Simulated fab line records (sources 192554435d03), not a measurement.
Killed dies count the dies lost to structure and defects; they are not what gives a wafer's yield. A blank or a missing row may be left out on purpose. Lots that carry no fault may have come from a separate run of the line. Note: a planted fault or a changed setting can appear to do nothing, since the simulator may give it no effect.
fab line records	flow n5_finfet
record: lots: 11	wafers: 30	last_day: 17
route steps=1938 shown BEOL_M0@723 BEOL_M4@1111 PASSIVATION@1936
lots untouched by any fault: they come from a run of this same line in which no faults occurred
start_h: the number of hours between the record's first day and the start of the first shown wafer of the lot	wait_h: hours from the lot's prior step to this one	" as in the row above	L1.1+2: several wafers, shown together as one row	- no value, or no start was given	* or withheld: withheld	< > ~ a bound
route shown NAME@n: NAME is a module with steps in the file, n the number in the route of the first one	usual: average and standard deviation across the fault-free wafers	same: alike in all rows	chamber/n: place in a boat	sites: the reading at each site	_std_site: their standard deviation	_edge_site: the outer-site mean with the inner-site mean subtracted	radius_mm: for every site, how far away it sits from the centre of the wafer	mask NAME#n: copy n	behind: the most recent tool/chamber to have shaped the wafer	hold: why the lot was held/for how many hours/how that ended	device: whichever transistor did not switch (one of n, p or np)	end of line: the same wafers' tests at the end of the route	for a step that has no rows: nothing shown but its recipe	killed: dies lost to structure and defects at the first sort, not the wafer's yield	map: shows each die of a wafer: x if killed, . if not, _ if none is there
set.NAME: the setting that was run; set.NAME@STEP: the one run at that earlier step	model.NAME: the simulator's own value behind a step, which no gauge read
one table for each step of the route and one row for each wafer, over a sample of lots
services: a tool's chamber out of use, with start hour (start_h, from the record's first day; less than 0 if before it), hours out, and reason
== steps ==
step: N5_BEOL_M0_OCD_MEAS_108
usual: trench_depth_nm: 32.7/0.62
lot.wafer	tool	chamber	start_h	wait_h	trench_depth_nm
L721.2	ocd-02	-	138.39	0.1	34.0
L721.5	"	-	"	"	33.0
L722.1	ocd-02	-	147.84	0.1	33.3
L722.3	"	-	"	"	32.4
L722.6	"	-	"	"	32.1
L723.1	ocd-02	-	152.77	0.1	33.8
L723.3	"	-	"	"	33.0
L723.5	"	-	"	"	34.1
L727.3	ocd-01	-	171.31	0.1	32.3
L727.4	"	-	"	"	32.4
L728.3	ocd-02	-	178.78	0.1	33.1
L728.4	"	-	"	"	32.5
L728.6	"	-	"	"	32.4
L729.2	ocd-02	-	192.73	0.1	33.5
L729.4	"	-	"	"	32.9
L729.5	"	-	"	"	31.9
L731.4	ocd-01	-	197.26	0.1	31.7
L731.5	"	-	"	"	32.0
L738.1	ocd-01	-	237.55	0.1	33.2
L738.2	"	-	"	"	32.6
L738.3	"	-	"	"	31.9
L739.2	ocd-01	-	242.11	0.1	32.3
L739.3	"	-	"	"	32.3
L739.5	"	-	"	"	34.1
L740.2	ocd-02	-	249.87	0.1	32.7
L740.4	"	-	"	"	32.3
L740.5	"	-	"	"	32.5
L741.1	ocd-02	-	250.97	0.1	32.5
L741.3	"	-	"	"	33.8
L741.5	"	-	"	"	32.2
step: N5_BEOL_M0_SPUTTER_132
recipe: material: Cu	target_thk_a: 40	temp_c: -20	chamber_pressure_pa: 0.07	power_w: withheld	time_s: 7.37
usual: chuck_sensor_temp_C: -15.9/0.36	throttle_valve_pct: 29.9/1.2
lot.wafer	tool	chamber	start_h	wait_h	chuck_sensor_temp_C	throttle_valve_pct
L721.2	pvd_sputter-01	-	139.69	0.0	-16.7	29.0
L721.5	"	-	"	"	-16.1	30.5
L722.1	pvd_sputter-03	-	150.60	0.0	-16.5	31.7
L722.3	"	-	"	"	-16.0	30.0
L722.6	"	-	"	"	-16.1	30.3
L723.1	pvd_sputter-03	-	154.90	0.0	-16.3	30.3
L723.3	"	-	"	"	-15.8	29.9
L723.5	"	-	"	"	-16.2	30.3
L727.3	pvd_sputter-01	-	176.47	0.0	-15.8	31.3
L727.4	"	-	"	"	-16.8	29.2
L728.3	pvd_sputter-02	-	180.15	0.0	-15.5	30.4
L728.4	"	-	"	"	-15.2	30.1
L728.6	"	-	"	"	-16.1	28.5
L729.2	pvd_sputter-03	-	194.37	0.0	-16.3	30.5
L729.4	"	-	"	"	-16.0	30.2
L729.5	"	-	"	"	-16.2	31.7
L731.4	pvd_sputter-02	-	198.95	0.0	-15.7	26.7
L731.5	"	-	"	"	-15.5	29.7
L738.1	pvd_sputter-03	-	240.04	0.0	-16.2	30.0
L738.2	"	-	"	"	-16.4	31.7
L738.3	"	-	"	"	-16.3	30.5
L739.2	pvd_sputter-01	-	244.70	0.0	-15.5	29.4
L739.3	"	-	"	"	-16.6	29.0
L739.5	"	-	"	"	-15.4	29.6
L740.2	pvd_sputter-01	-	251.30	0.0	-16.6	28.8
L740.4	"	-	"	"	-15.6	31.5
L740.5	"	-	"	"	-15.4	29.4
L741.1	pvd_sputter-02	-	253.78	0.0	-15.7	26.8
L741.3	"	-	"	"	-16.0	28.8
L741.5	"	-	"	"	-15.7	30.1
step: N5_BEOL_M0_ANNEAL_133
recipe: temp_c: 400	time_s: 60	ambient: vacuum
usual: heater_power_w: 795/62	susceptor_temp_C_max: 400.9/0.39
lot.wafer	tool	chamber	start_h	wait_h	heater_power_w	susceptor_temp_C_max
L721.2	pvd_sputter-01	-	139.77	0.0	734	401.2
L721.5	"	-	"	"	795	401.4
L722.1	pvd_sputter-03	-	150.68	0.0	874	401.3
L722.3	"	-	"	"	820	400.9
L722.6	"	-	"	"	805	400.5
L723.1	pvd_sputter-03	-	154.98	0.0	928	400.7
L723.3	"	-	"	"	721	401.6
L723.5	"	-	"	"	921	400.6
L727.3	pvd_sputter-01	-	176.55	0.0	777	401.6
L727.4	"	-	"	"	750	400.7
L728.3	pvd_sputter-02	-	180.23	0.0	713	401.0
L728.4	"	-	"	"	777	400.6
L728.6	"	-	"	"	792	400.8
L729.2	pvd_sputter-03	-	194.45	0.0	899	400.8
L729.4	"	-	"	"	784	400.5
L729.5	"	-	"	"	867	401.1
L731.4	pvd_sputter-02	-	199.03	0.0	711	400.6
L731.5	"	-	"	"	780	400.5
L738.1	pvd_sputter-03	-	240.12	0.0	823	401.1
L738.2	"	-	"	"	842	401.4
L738.3	"	-	"	"	922	400.4
L739.2	pvd_sputter-01	-	244.78	0.0	827	400.9
L739.3	"	-	"	"	755	400.8
L739.5	"	-	"	"	811	401.1
L740.2	pvd_sputter-01	-	251.38	0.0	760	400.8
L740.4	"	-	"	"	808	401.4
L740.5	"	-	"	"	846	401.2
L741.1	pvd_sputter-02	-	253.86	0.0	704	400.8
L741.3	"	-	"	"	807	400.8
L741.5	"	-	"	"	716	400.6
step: N5_BEOL_M0_DEP_125
recipe: material: SiCN	target_thk_a: 80	temp_c: withheld	precursor: 3MS/NH3	pressure_torr: 3	rf_w: 202	time_s: 14
usual: chamber_pressure_Torr: 3.000/0.0066	rf_fwd_power_W: 199.1/1	showerhead_plenum_p_Torr: 3.658/0.0088	throttle_valve_pct: 9.1/0.64
lot.wafer	tool	chamber	start_h	wait_h	chamber_pressure_Torr	rf_fwd_power_W	showerhead_plenum_p_Torr	throttle_valve_pct
L721.2	pecvd-04	2	141.10	0.0	3.011	198.0	3.665	8.6
L721.5	"	1	"	"	3.003	199.3	3.656	9.4
L722.1	pecvd-04	1	152.18	0.0	2.995	199.4	3.655	9.5
L722.3	"	2	"	"	2.992	197.8	3.672	8.7
L722.6	"	0	"	"	3.001	200.8	3.659	9.4
L723.1	pecvd-01	0	156.19	0.0	2.993	198.7	3.655	8.0
L723.3	"	2	"	"	3.006	199.3	3.668	8.5
L723.5	"	2	"	"	2.997	198.9	3.674	8.4
L727.3	pecvd-04	1	177.78	0.0	3.004	199.5	3.660	9.3
L727.4	"	2	"	"	3.010	196.3	3.666	8.8
L728.3	pecvd-01	1	181.47	0.0	3.004	199.6	3.667	10.6
L728.4	"	1	"	"	3.003	199.8	3.660	10.2
L728.6	"	2	"	"	2.997	199.6	3.678	8.3
L729.2	pecvd-04	0	195.60	0.0	3.002	200.9	3.651	9.3
L729.4	"	0	"	"	3.000	200.5	3.649	9.3
L729.5	"	2	"	"	3.005	198.2	3.670	9.0
L731.4	pecvd-03	2	200.19	0.0	2.998	198.2	3.656	9.2
L731.5	"	0	"	"	3.011	198.7	3.674	8.9
L738.1	pecvd-04	2	241.26	0.0	-	-	-	-
L738.2	"	0	"	"	-	-	-	-
L738.3	"	1	"	"	-	-	-	-
L739.2	pecvd-03	0	245.92	0.0	-	-	-	-
L739.3	"	1	"	"	-	-	-	-
L739.5	"	2	"	"	-	-	-	-
L740.2	pecvd-03	2	252.54	0.0	-	-	-	-
L740.4	"	2	"	"	-	-	-	-
L740.5	"	1	"	"	-	-	-	-
L741.1	pecvd-04	2	255.01	0.0	3.003	197.6	3.666	8.9
L741.3	"	1	"	"	3.003	199.2	3.672	9.5
L741.5	"	1	"	"	3.004	199.1	3.660	9.6
step: N5_BEOL_M4_RC_MEAS_101
usual: DIBL_N: 35.9/1.6	DIBL_P: 35.6/2.1	IOFF_N: 0.149/0.029	IOFF_P: 0.20/0.033	ION_N: 671/11	ION_P: 460/7.3	SS_N: 71.4/0.62	SS_P: 73.2/0.65	VT_N: 251/3.1	VT_P: -251/3.4
lot.wafer	tool	chamber	start_h	wait_h	DIBL_N[mV/V]	DIBL_P[mV/V]	IOFF_N[nA/um]	IOFF_P[nA/um]	ION_N[uA/um]	ION_P[uA/um]	SS_N[mV/dec]	SS_P[mV/dec]	VT_N[mV]	VT_P[mV]
L721.2	prober-02	0	182.65	0.2	35.5	36.8	0.138	0.18	668	454	71.2	73.5	251	-256
L721.5	"	0	"	"	34.7	35.0	0.136	0.16	668	452	71.5	72.3	253	-256
L722.1	prober-02	0	192.97	0.0	34.9	35.5	0.133	0.19	665	451	71.9	72.9	252	-251
L722.3	"	0	"	"	32.3	33.0	0.114	0.16	669	456	70.5	73.0	254	-253
L722.6	"	0	"	"	33.7	34.1	0.122	0.18	667	464	70.7	72.4	252	-254
L723.1	prober-02	0	199.72	0.0	35.4	33.4	0.133	0.18	668	459	70.8	72.8	251	-251
L723.3	"	0	"	"	34.4	31.4	0.114	0.15	664	456	71.0	72.5	254	-254
L723.5	"	0	"	"	36.6	34.7	0.152	0.19	677	459	71.3	73.8	250	-251
L727.3	prober-01	0	222.92	0.3	32.7	32.2	0.106	0.16	651	456	70.9	72.7	256	-254
L727.4	"	0	"	"	35.6	35.6	0.159	0.21	677	472	70.7	73.2	247	-247
L728.3	prober-01	0	230.72	0.3	36.8	37.4	0.169	0.20	676	460	71.2	72.9	247	-252
L728.4	"	0	"	"	38.7	39.8	0.216	0.25	690	467	72.4	74.5	246	-249
L728.6	"	0	"	"	37.9	38.5	0.199	0.23	692	472	71.8	74.5	245	-250
L729.2	prober-01	0	236.49	0.2	37.3	35.7	0.166	0.25	657	460	72.1	73.9	250	-248
L729.4	"	0	"	"	34.3	32.8	0.124	0.20	670	469	70.5	72.4	252	-249
L729.5	"	0	"	"	36.1	35.5	0.151	0.24	660	459	71.3	73.4	250	-249
L731.4	prober-01	0	247.06	0.5	35.1	33.3	0.135	0.19	662	461	71.3	73.0	253	-251
L731.5	"	0	"	"	34.1	32.3	0.118	0.18	664	455	70.7	72.6	254	-251
L741.1	prober-02	0	303.75	0.0	34.6	34.7	0.133	0.19	665	458	71.8	72.8	251	-251
L741.3	"	0	"	"	34.9	33.6	0.135	0.16	679	461	71.3	72.4	252	-253
L741.5	"	0	"	"	35.7	34.8	0.154	0.19	681	459	71.5	73.6	250	-249
step: N5_PASSIVATION_PROBE_49
usual: defect_limited_yield: 90.9/1.5	killed_at_M0_to_M3: 36/9.9	killed_at_M4_up: 13/4.5	killed_at_contacts: 13/6.4	killed_at_front_end: 42/12	killed_at_other: 3.4/3	killed_dies: 107/18	killed_on_rim: 14/4.3	killed_open: 69/13	killed_short: 35/8.2	sort_bin_5_function: 5.3/1.1	sort_bin_6_memory: 3.4/0.69	sort_n_pass: 1073/18	sort_yield_pct: 90.9/1.5
same: gross_dies: 1180	killed_at_back_side: 0	sort_bin_4_leakage[%]: 0	sort_bin_8_speed[%]: 0
lot.wafer	tool	chamber	start_h	wait_h	defect_limited_yield[%]	killed_at_M0_to_M3	killed_at_M4_up	killed_at_contacts	killed_at_front_end	killed_at_other	killed_dies	killed_on_rim	killed_open	killed_short	sort_bin_5_function[%]	sort_bin_6_memory[%]	sort_n_pass	sort_yield_pct[%]
L731.4	prober-02	-	344.10	0.2	92.2	24	9	11	43	5	92	9	66	25	4.4	3.3	1088	92.2
L731.5	prober-02	-	344.15	0.2	91.0	33	10	16	39	8	106	13	70	35	5.3	3.4	1074	91.0
L738.1	prober-02	-	386.71	0.0	0	1111	10	17	24	18	1180	152	60	42	96.7	2.8	0	0
L738.2	prober-02	-	386.76	0.1	0	1120	9	17	23	11	1180	152	55	32	97.1	2.4	0	0
L738.3	prober-02	-	386.81	0.1	0	1118	17	3	28	14	1180	152	67	25	96.3	3.2	0	0
L739.2	prober-01	-	391.68	0.1	0	1114	15	12	38	1	1180	152	62	33	96.9	2.8	0	0
L739.3	prober-01	-	391.73	0.1	0	1108	19	9	39	5	1180	152	73	36	96.3	3.5	0	0
L739.5	prober-01	-	391.83	0.2	0	1112	13	15	37	3	1180	152	71	35	95.4	4.2	0	0
L740.2	prober-02	-	394.99	0.1	0	1113	9	22	35	1	1180	152	62	31	96.4	3.2	0	0
L740.4	prober-02	-	395.09	0.2	0	1104	9	16	45	6	1180	152	84	39	95.8	4.0	0	0
L740.5	prober-02	-	395.14	0.2	0	1114	6	26	31	3	1180	152	68	32	96.6	3.1	0	0
killed by level:class
L731.4 FIN_SAQP:geometric_particle:open=11 GATE_CUT:geometric_particle:short=10 MOL_CONTACT_COAG:geometric_particle:open=9 STI_FIN_REVEAL:geometric_particle:open=8 DUMMY_GATE:geometric_particle:open=6 BEOL_M3:geometric_particle:open=6 BEOL_M0_SAQP:geometric_particle:short=5 BEOL_M0:geometric_particle:open=4
L731.5 STI_FIN_REVEAL:geometric_particle:open=13 MOL_CONTACT_COAG:geometric_particle:open=11 FIN_SAQP:geometric_particle:short=7 BEOL_M3:geometric_particle:open=6 MOL_CONTACT_COAG:geometric_particle:short=5 BEOL_M0_SAQP:geometric_particle:open=5 BEOL_M1:geometric_particle:open=5 BEOL_M2:geometric_particle:open=5
L738.1 BEOL_M0:area_dep=1076 MOL_CONTACT_COAG:geometric_particle:open=14 BEOL_M0_SAQP:geometric_particle:open=13 BEOL_M0_SAQP:geometric_particle:short=13 PAD_METAL:geometric_particle:short=6 MIM_TOP:geometric_particle:short=5 PAD_METAL:geometric_particle:open=4 FIN_SAQP:geometric_particle:open=3
L738.2 BEOL_M0:area_dep=1093 MOL_CONTACT_COAG:geometric_particle:open=16 BEOL_M0_SAQP:geometric_particle:open=7 BEOL_M2:geometric_particle:open=7 FIN_SAQP:geometric_particle:short=5 BEOL_M0_SAQP:geometric_particle:short=5 STI_FIN_REVEAL:geometric_particle:open=4 PAD_METAL:geometric_particle:open=4
L738.3 BEOL_M0:area_dep=1088 FIN_SAQP:geometric_particle:open=11 BEOL_M0_SAQP:geometric_particle:open=7 BEOL_M2:geometric_particle:open=7 BEOL_M1:geometric_particle:open=6 BEOL_M0_SAQP:geometric_particle:short=4 BEOL_M4:geometric_particle:open=4 PAD_METAL:geometric_particle:open=4
L739.2 BEOL_M0:area_dep=1083 FIN_SAQP:geometric_particle:open=15 FIN_SAQP:geometric_particle:short=11 MOL_CONTACT_COAG:geometric_particle:open=9 BEOL_M3:geometric_particle:open=8 BEOL_M2:geometric_particle:open=6 BEOL_M4:geometric_particle:open=6 BEOL_M0_SAQP:geometric_particle:open=5
L739.3 BEOL_M0:area_dep=1070 BEOL_M4:geometric_particle:open=14 FIN_SAQP:geometric_particle:short=10 FIN_SAQP:geometric_particle:open=9 BEOL_M0_SAQP:geometric_particle:open=9 MOL_CONTACT_COAG:geometric_particle:open=8 DUMMY_GATE:geometric_particle:open=7 BEOL_M0_SAQP:geometric_particle:short=7
L739.5 BEOL_M0:area_dep=1072 MOL_CONTACT_COAG:geometric_particle:open=12 BEOL_M1:geometric_particle:open=9 FIN_SAQP:geometric_particle:short=8 BEOL_M4:geometric_particle:open=8 BEOL_M0_SAQP:geometric_particle:open=8 BEOL_M0_SAQP:geometric_particle:short=7 FIN_SAQP:geometric_particle:open=6
L740.2 BEOL_M0:area_dep=1087 MOL_CONTACT_COAG:geometric_particle:open=15 FIN_SAQP:geometric_particle:open=9 FIN_SAQP:geometric_particle:short=9 BEOL_M1:geometric_particle:open=9 DUMMY_GATE:geometric_particle:open=8 MOL_CONTACT_COAG:geometric_particle:short=7 BEOL_M3:geometric_particle:open=5
L740.4 BEOL_M0:area_dep=1057 BEOL_M3:geometric_particle:open=20 FIN_SAQP:geometric_particle:open=16 MOL_CONTACT_COAG:geometric_particle:open=13 FIN_SAQP:geometric_particle:short=10 BEOL_M0_SAQP:geometric_particle:open=7 BEOL_M0_SAQP:geometric_particle:short=6 BEOL_M2:geometric_particle:open=5
L740.5 BEOL_M0:area_dep=1078 MOL_CONTACT_COAG:geometric_particle:open=23 BEOL_M0_SAQP:geometric_particle:open=11 BEOL_M2:geometric_particle:open=7 GATE_CUT:geometric_particle:short=6 FIN_SAQP:geometric_particle:short=4 FIN_SAQP:geometric_particle:open=4 STARTING-WAFER:geometric_particle:open=4
== services ==
tool	chamber	start_h	hours	kind
pvd_sputter-02	-	124.06	2.1	repair
pecvd-01	2	125.89	2.1	scheduled_down
pecvd-01	2	129.52	16.5	scheduled_down
pecvd-04	-	129.76	2.1	repair
pecvd-04	-	134.06	2.2	repair
pecvd-01	0	135.19	14.8	repair
pecvd-04	2	169.33	2.1	scheduled_down
pecvd-03	2	171.08	2.1	scheduled_down
pecvd-01	-	178.46	0.7	repair
pecvd-01	-	195.58	6.0	pm
pecvd-01	2	202.38	-	clean
pecvd-01	2	202.38	-	consumable_replace:showerhead
pecvd-01	2	202.38	29.0	scheduled_down
pecvd-01	2	202.38	29.0	vent_cycle
pecvd-04	-	218.53	6.0	pm
pecvd-03	2	228.10	7.4	repair
== key ==
first_sign: step: N5_BEOL_M0_DEP_125	reading: tool_record	direction: missing
effect: step: N5_PASSIVATION_PROBE_49	reading: killed_at_M0_to_M3	direction: up	sigmas: 99+	usual: 36	struck: 1113
more_kills_born_at: N5_BEOL_M0_DEP_125@pecvd-03: 6447	N5_BEOL_M0_DEP_125@pecvd-04: 3257
met_at N5_BEOL_M0_DEP_125
struck_lots L738,L739,L740
later_rows_left_out L738.1,L738.2,L738.3,L739.2,L739.3,L739.5,L740.2,L740.4,L740.5
not_acting_at N5_BEOL_M0_OCD_MEAS_108,N5_BEOL_M0_SPUTTER_132,N5_BEOL_M0_ANNEAL_133
onset_between 200.19 241.26
fault: kind: skipped_step_whole	tool: pecvd-03,pecvd-04	chamber: -	onset_h: 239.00	steps: N5_BEOL_M0_DEP_125	scope: struck_lots_only
later_rows_left_out: the simulator's readings of these wafers behind a module that went badly wrong aren't trusted and aren't shown, but for the sort
